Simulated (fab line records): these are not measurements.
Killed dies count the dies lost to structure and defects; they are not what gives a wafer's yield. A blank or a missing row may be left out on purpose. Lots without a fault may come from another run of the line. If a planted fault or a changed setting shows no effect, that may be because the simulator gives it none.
What tool caused it?    flow n5Finfet    12 lots (36 wafers sampled), 1 step of a 1938-step route

WHAT THE GAUGES READ, wafer by wafer
N5_BEOL_M8_OCD_MEAS_38.
lot   measured      on      trenchDepthNm (nm)
L075  day 9 20:41   ocd-02  96.2 93.6 94.2
L077  day 10 00:14  ocd-02  92.7 91.3 92.7
L079  day 10 10:04  ocd-02  92.4 92.8 94.1
L080  day 11 04:08  ocd-02  91.8 92.9 94.4
L083  day 11 20:04  ocd-01  93.5 92.2 92.7
L086  day 12 08:32  ocd-02  93.6 92.9 95.0
L088  day 12 15:58  ocd-01  93.3 92.5 93.2
L089  day 13 01:35  ocd-02  93.2 93.5 93.5
L090  day 13 23:01  ocd-02  93.5 95.3 93.8
L093  day 14 04:17  ocd-01  92.4 92.8 94.6
L096  day 14 18:08  ocd-02  93.2 96.5 95.3
L095  day 15 05:32  ocd-02  93.1 92.8 92.5

EACH LOT AND THE TOOL THAT RAN IT (in order: tool; ch and the chambers of the sampled wafers; start)
No process step before these readings appears in the record.

THE ANSWER, worked out from the rows above alone
Rule: the usual values come from the lots themselves. The widest of any qualifying gaps counts: lots, ordered by their means at a reading, are off when they make up no more than a third of the lots, leave a main group of 4 or more, and stand apart from it by 3 or more times the standard deviation of that group's means. Not used: any main group whose means are identical at the precision the tables above print for the reading. Also off: a lot with no number at a reading for which 4 or more lots have one. Any other lot the step has rows for is counted as sound.
Across all readings shown, no lot is off: no conclusion can be drawn from this.

WHAT WAS PUT IN BY THE SIMULATOR
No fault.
